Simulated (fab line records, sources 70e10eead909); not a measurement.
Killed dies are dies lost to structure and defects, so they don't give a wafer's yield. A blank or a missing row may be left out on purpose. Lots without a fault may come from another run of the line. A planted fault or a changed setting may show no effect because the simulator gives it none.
fab line records | flow nand_harc
record lots=14 wafers=39 last_day=34
route steps=1302 shown A_CHANNEL_FILL_D1@495 A_ONON_D2@550 END@1302
lots that met no fault: from a run of the same line without faults
start_h: hours from the record's first day to the start of the lot's first wafer shown | wait_h: hours since the lot's step before | " the same as in the row above | L1.1+2: a row that stands for several wafers | - no value, or no start given | * or withheld: withheld | < > ~ a bound
route shown NAME@n: a module of which the file shows steps, and the number in the route of the first | usual: mean/standard deviation of fault-free wafers | same: alike in all rows | chamber/n: place in a boat | sites: the reading at each site | _std_site: their standard deviation | _edge_site: outer sites' mean less inner sites' | radius_mm: how far each site lies from the wafer's centre | mask NAME#n: copy n | behind: the tool/chamber that last shaped the wafer | hold: why the lot was held/for how many hours/how that ended | device: the transistor (n, p or np) that didn't switch | end of line: the same wafers' tests at the end of the route | a step without rows: its recipe alone | killed: dies lost to structure and defects at the first sort, not the wafer's yield | map: a wafer's dies, x killed, . not, _ none there
set.NAME: the setting as run; set.NAME@STEP: as run at that earlier step | model.NAME: the simulator's own value behind a step, which no gauge read
steps of the route over a sample of lots; a table a step, a row a wafer
services: from which hour (start_h, from the record's first day; less than 0 if before it) a tool's chamber was out of use, for how many hours, and why
## steps
# step NHARC_A_CHANNEL_FILL_D1_ALD_15
# recipe target_thk_a=20 pulse_time_s=60 ald_cycles=19 temp_c=630 pressure_torr=2 material=SiNx
# usual precursor_pulse_height_rel=0.999/0.022
# columns lot.wafer tool chamber start_h wait_h precursor_pulse_height_rel
L349.1 ald_sin_batch-01 0 - - 0.997
L349.2 " 0 " " 1.023
L349.5 " 0 " " 0.990
L347.3 ald_sin_batch-02 0 - - 1.008
L347.4 " 0 " " 0.954
L347.5 " 0 " " 1.005
L350.2 ald_sin_batch-01 0 - - 1.016
L350.4 " 0 " " 0.985
L350.6 " 0 " " 0.981
L351.1 ald_sin_batch-03 0 - - 1.008
L351.2 " 0 " " 0.978
L351.4 " 0 " " 1.000
L353.1 ald_sin_batch-02 0 - - 0.976
L353.2 " 0 " " 0.961
L353.4 " 0 " " 0.968
L355.1 ald_sin_batch-03 0 - - 1.035
L355.5 " 0 " " 0.999
L355.6 " 0 " " 1.024
L356.1 ald_sin_batch-03 0 - - 0.976
L356.3 " 0 " " 1.044
L356.4 " 0 " " 1.007
L357.1 ald_sin_batch-03 0 - - 0.982
L357.3 " 0 " " 1.023
L357.5 " 0 " " 1.034
L359.1 ald_sin_batch-02 0 - - 0.996
L359.5 " 0 " " 1.034
L359.6 " 0 " " 1.025
L363.3 ald_sin_batch-02 0 357.28 3.3 0.986
L363.6 " 0 " " 0.981
L365.3 ald_sin_batch-01 0 - - 0.979
L365.6 " 0 " " 0.966
L366.2 ald_sin_batch-02 0 - - 0.979
L366.5 " 0 " " 1.001
L369.1 ald_sin_batch-03 0 - - 0.981
L369.3 " 0 " " 0.998
L369.6 " 0 " " 0.975
L370.1 ald_sin_batch-02 0 - - 1.010
L370.2 " 0 " " 1.018
L370.5 " 0 " " 1.004
# step NHARC_A_CHANNEL_FILL_D1_CMP_10
# recipe target_thk_nm=150
# usual edge_zone_pressure_frac=1.000/0.0051 motor_current_A=11.9/1.1 slurry_flow_ml_min=150.0/0.47 time_to_endpoint_s=15.2/2.5
# columns lot.wafer tool chamber start_h wait_h edge_zone_pressure_frac motor_current_A slurry_flow_ml_min time_to_endpoint_s
L349.1 cmp-01 3 245.61 0.4 0.999 9.8 150.3 14.6
L349.2 " 2 " " 0.995 12.1 150.2 10.6
L349.5 " 3 " " 1.001 10.5 150.4 14.2
L347.3 cmp-03 2 253.38 0.4 0.997 10.4 150.4 18.8
L347.4 " 1 " " 1.004 12.0 149.9 15.4
L347.5 " 3 " " 0.996 11.7 149.7 18.3
L350.2 cmp-01 3 265.79 0.4 0.992 10.2 149.5 12.8
L350.4 " 0 " " 0.996 13.0 149.9 12.3
L350.6 " 0 " " 0.993 13.9 149.1 12.4
L351.2 cmp-04 0 271.50 0.4 1.009 11.8 150.0 13.1
L351.4 " 1 " " 0.999 11.6 149.9 16.0
L351.1 " 2 " " 1.000 11.3 150.1 17.1
L353.2 cmp-03 2 291.96 0.4 1.000 10.4 150.3 18.1
L353.1 " 3 " " 1.000 12.2 150.6 17.2
L353.4 " 0 " " 1.001 13.7 150.8 18.0
L355.1 cmp-01 1 319.88 0.4 0.996 12.7 149.6 15.5
L355.6 " 2 " " 1.000 11.8 150.8 13.0
L355.5 " 3 " " 1.002 10.2 150.1 15.3
L357.1 cmp-04 1 325.28 0.4 1.013 11.2 150.3 16.7
L357.3 " 0 " " 0.997 12.5 150.7 14.0
L357.5 " 2 " " 1.005 11.1 150.5 16.0
L356.3 cmp-03 3 325.29 0.4 0.997 12.1 149.0 16.3
L356.4 " 1 " " 1.005 11.9 149.3 15.4
L356.1 " 2 " " 0.986 10.5 151.0 16.8
L359.1 cmp-04 2 356.13 0.4 0.996 11.2 149.8 16.9
L359.5 " 3 " " 1.002 11.6 149.2 18.4
L359.6 " 0 " " 1.005 12.3 150.1 15.4
L363.3 cmp-01 2 395.02 0.4 0.995 11.2 150.5 11.1
L363.6 " 3 " " 0.999 10.7 150.6 13.7
L365.3 cmp-03 1 410.98 0.4 1.000 12.7 149.6 14.3
L365.6 " 2 " " 0.994 10.9 149.7 16.4
L366.2 cmp-03 0 423.53 0.4 0.998 13.1 150.5 15.0
L366.5 " 0 " " 1.002 13.5 150.4 14.8
L369.1 cmp-03 3 460.67 0.4 1.005 12.4 150.7 17.5
L369.3 " 1 " " 1.000 12.2 149.9 19.6
L369.6 " 3 " " 1.001 11.9 150.3 18.8
L370.2 cmp-04 2 465.46 0.4 0.999 10.8 150.4 10.4
L370.1 " 3 " " 0.998 12.4 149.6 16.5
L370.5 " 1 " " 1.004 12.1 150.3 11.4
# step NHARC_A_ONON_D2_THK_MEAS_08
# recipe thk_meas_gauge=ellipsometry
# usual thk_nm=997/13
# columns lot.wafer tool chamber start_h wait_h thk_nm
L349.1 film_metro-02 - 282.38 - 1027
L349.2 " - " " 1027
L349.5 " - " " 1030
L347.3 film_metro-02 - 293.13 - 989
L347.4 " - " " 990
L347.5 " - " " 991
L350.2 film_metro-01 - 303.44 - 995
L350.4 " - " " 995
L350.6 " - " " 994
L351.1 film_metro-02 - 303.49 - 973
L351.2 " - " " 971
L351.4 " - " " 972
L353.1 film_metro-01 - 329.09 - 1004
L353.2 " - " " 1005
L353.4 " - " " 1006
L355.1 film_metro-01 - 361.44 - 1019
L355.5 " - " " 1018
L355.6 " - " " 1018
L356.1 film_metro-01 - 362.23 - 1008
L356.3 " - " " 1008
L356.4 " - " " 1010
L357.1 film_metro-01 - 362.36 - 1004
L357.3 " - " " 1004
L357.5 " - " " 1001
L359.1 film_metro-02 - 394.61 - 1006
L359.5 " - " " 1007
L359.6 " - " " 1004
L363.3 film_metro-01 - 440.50 - 988
L363.6 " - " " 988
L365.3 film_metro-01 - 445.22 - 989
L365.6 " - " " 988
L366.2 film_metro-02 - 459.01 - 983
L366.5 " - " " 983
L369.1 film_metro-02 - 497.64 - 1015
L369.3 " - " " 1015
L369.6 " - " " 1014
L370.1 film_metro-01 - 503.19 - 1006
L370.2 " - " " 1006
L370.5 " - " " 1005
# step NHARC_A_ONON_D2_DEP_16
# recipe target_thk_a=10000 n2_flow_sccm=2750 n2o_flow_sccm=2000 nh3_flow_sccm=500 sih4_flow_sccm=210 temp_c=400
# columns lot.wafer tool chamber start_h wait_h
L349.1+2+5 pecvd_onon-03 0 290.40 0.4
L347.3+4+5 pecvd_onon-01 0 301.91 0.5
L351.1+2+4 pecvd_onon-01 0 311.98 0.4
L350.2+4+6 pecvd_onon-03 0 312.04 0.4
L353.1+2+4 pecvd_onon-03 0 337.02 0.4
L355.1+5+6 pecvd_onon-03 0 369.40 0.4
L357.1+3+5 pecvd_onon-04 0 369.42 0.4
L356.1+3+4 pecvd_onon-01 0 369.76 0.7
L359.1+5+6 pecvd_onon-03 0 403.00 0.4
L363.3+6 pecvd_onon-03 0 448.16 0.5
L365.3+6 pecvd_onon-03 0 453.68 0.5
L366.2+5 pecvd_onon-03 0 467.09 0.4
L369.1+3+6 pecvd_onon-01 0 506.13 0.4
L370.1+2+5 pecvd_onon-01 0 513.46 0.4
# step NHARC_A_ONON_D2_THK_MEAS_18
# recipe thk_meas_gauge=ellipsometry
# usual thk_nm=1000/9.5
# columns lot.wafer tool chamber start_h wait_h thk_nm
L349.1 film_metro-02 - 290.91 - 1009
L349.2 " - " " 1008
L349.5 " - " " 1006
L347.3 film_metro-02 - 302.31 - 1003
L347.4 " - " " 1004
L347.5 " - " " 1003
L351.1 film_metro-02 - 312.49 - 1002
L351.2 " - " " 1002
L351.4 " - " " 1001
L350.2 film_metro-01 - 312.50 - 1004
L350.4 " - " " 1004
L350.6 " - " " 1003
L353.1 film_metro-02 - 337.53 - 979
L353.2 " - " " 976
L353.4 " - " " 978
L355.1 film_metro-02 - 369.90 - 1018
L355.5 " - " " 1018
L355.6 " - " " 1015
L357.1 film_metro-02 - 369.93 - 985
L357.3 " - " " 985
L357.5 " - " " 984
L356.1 film_metro-02 - 370.27 - 989
L356.3 " - " " 990
L356.4 " - " " 991
L359.1 film_metro-02 - 403.51 - 996
L359.5 " - " " 996
L359.6 " - " " 996
L363.3 film_metro-02 - 448.55 - 1125
L363.6 " - " " 994
L365.3 film_metro-02 - 454.07 - 1134
L365.6 " - " " 1005
L366.2 film_metro-02 - 467.54 - 1001
L366.5 " - " " 1129
L369.1 film_metro-01 - 506.63 - 1004
L369.3 " - " " 1006
L369.6 " - " " 1005
L370.1 film_metro-02 - 513.97 - 1001
L370.2 " - " " 999
L370.5 " - " " 1000
# step NHARC_END_SORT_01
# recipe temp_c=25
# usual killed_at_array=41/10 killed_at_other=0.8/0.91 killed_at_periphery=4.2/2.9 killed_dies=46/10 killed_open=3.5/2.1 killed_short=2.5/1.6
# same gross_dies=677
# columns lot.wafer tool chamber start_h wait_h killed_at_array killed_at_other killed_at_periphery killed_dies killed_open killed_short
L365.3 prober-01 0 729.96 3.1 668 1 8 677 5 3
L365.6 prober-01 0 732.36 4.0 47 0 2 49 4 1
L363.3 prober-02 0 730.04 3.2 676 1 0 677 2 3
L363.6 prober-02 0 732.49 4.1 47 0 4 51 2 2
L366.2 prober-01 0 740.38 2.8 49 0 0 49 4 0
L366.5 prober-01 0 742.78 3.7 673 1 3 677 3 3
# killed by level:class
L365.3 A_ONON_D2:area_dep=616 A_CHANNEL_HOLE_D1:chamber_film_flake=19 A_SLIT:chamber_film_flake=12 A_STAIRCASE:chamber_film_flake=7 A_CHANNEL_HOLE_D2:chamber_film_flake=5 A_CONTACT:chamber_film_flake=4 P_ZERO_WELL:chamber_film_flake=3 P_GATE:geometric_particle:open=2
L363.3 A_ONON_D2:area_dep=614 A_SLIT:chamber_film_flake=16 A_CHANNEL_HOLE_D1:chamber_film_flake=13 A_CONTACT:chamber_film_flake=10 A_CHANNEL_HOLE_D2:chamber_film_flake=9 A_CHANNEL_FILL_D1:chamber_film_flake=3 A_BONDPAD:chamber_film_flake=3 A_ONON_D2:geometric_particle:short=1
L365.6 A_CHANNEL_HOLE_D1:chamber_film_flake=23 A_SLIT:chamber_film_flake=15 A_CHANNEL_HOLE_D2:chamber_film_flake=2 P_CONTACT:geometric_particle:open=1 A_DECK1_JOINT:geometric_particle:open=1 A_ONON_D2:geometric_particle:open=1 A_WL_FILL:geometric_particle:open=1 A_WL_FILL:geometric_particle:short=1
L363.6 A_CHANNEL_HOLE_D1:chamber_film_flake=19 A_SLIT:chamber_film_flake=13 A_CONTACT:chamber_film_flake=4 A_CHANNEL_HOLE_D2:chamber_film_flake=3 A_STAIRCASE:chamber_film_flake=3 A_ONON_D1:geometric_particle:short=2 P_GATE:chamber_film_flake=2 P_CONTACT:geometric_particle:open=1
L366.2 A_CHANNEL_HOLE_D2:chamber_film_flake=15 A_SLIT:chamber_film_flake=12 A_CONTACT:chamber_film_flake=6 A_STAIRCASE:chamber_film_flake=4 A_CHANNEL_HOLE_D1:chamber_film_flake=3 A_CHANNEL_FILL_D2:chamber_film_flake=2 A_M1:chamber_film_flake=2 A_WL_FILL:geometric_particle:open=1
L366.5 A_ONON_D2:area_dep=618 A_CHANNEL_HOLE_D2:chamber_film_flake=18 A_SLIT:chamber_film_flake=14 A_CHANNEL_HOLE_D1:chamber_film_flake=5 A_M1:chamber_film_flake=5 A_STAIRCASE:chamber_film_flake=4 A_CHANNEL_FILL_D2:chamber_film_flake=3 A_WL_FILL:chamber_film_flake=2
## services
# columns tool chamber start_h hours kind
cmp-01 - 185.53 4.0 pm
cmp-04 - 209.00 4.0 pm
pecvd_onon-03 - 227.00 13.0 pm
cmp-03 - 228.83 4.4 repair
cmp-01 - 234.24 0.3 repair
cmp-01 - 250.02 0.2 repair
cmp-03 - 256.67 1.6 repair
cmp-03 - 260.00 4.0 pm
cmp-04 - 263.36 1.0 repair
ald_sin_batch-02 - 266.04 26.0 pm
pecvd_onon-01 - 267.05 3.5 repair
cmp-03 - 282.58 1.6 repair
pecvd_onon-01 - 287.94 5.8 repair
cmp-04 - 307.00 4.0 pm
cmp-03 - 344.63 0.7 repair
cmp-03 - 358.00 4.0 pm
cmp-04 - 405.00 4.0 pm
pecvd_onon-03 - 408.00 13.0 pm
cmp-03 - 411.92 0.5 repair
pecvd_onon-01 - 451.64 13.0 pm
cmp-03 - 456.00 4.0 pm
ald_sin_batch-03 - 476.28 2.2 repair
pecvd_onon-03 - 481.26 9.3 repair
cmp-04 - 503.00 4.0 pm
## key
first_sign step=NHARC_A_ONON_D2_THK_MEAS_18 reading=thk_nm direction=up sigmas=14 usual=1000 struck=1129
effect step=NHARC_END_SORT_01 reading=killed_dies direction=up sigmas=63 usual=46 struck=677
more_kills_born_at NHARC_A_ONON_D2_DEP_16@pecvd_onon-03=1848
met_at NHARC_A_ONON_D2_DEP_16
struck_lots L363,L365,L366
struck_wafers L363.3,L365.3,L366.5
later_rows_left_out L363.3,L365.3,L366.5
tester_left_out L363,L365,L366
not_acting_at NHARC_A_CHANNEL_FILL_D1_ALD_15,NHARC_A_CHANNEL_FILL_D1_CMP_10,NHARC_A_ONON_D2_THK_MEAS_08
onset_between 403.00 448.16
fault kind=process_parameter_drift tool=pecvd_onon-03 chamber=- onset_h=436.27 steps=NHARC_A_ONON_D2_DEP_16 channel=target_thk_a offset=* shape=step end_h=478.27 scope=struck_wafers_only acts_in=* stated=*
# tester_left_out: of these lots the tester's yield and bins aren't shown, on N5 and GAA mostly nor the transistor test; their killed dies are dies lost to structure and defects alone, not to doping, threshold or leakage, so they don't give the yield
# later_rows_left_out: the simulator's readings of these wafers behind a module that went badly wrong aren't trusted and aren't shown, but for the sort
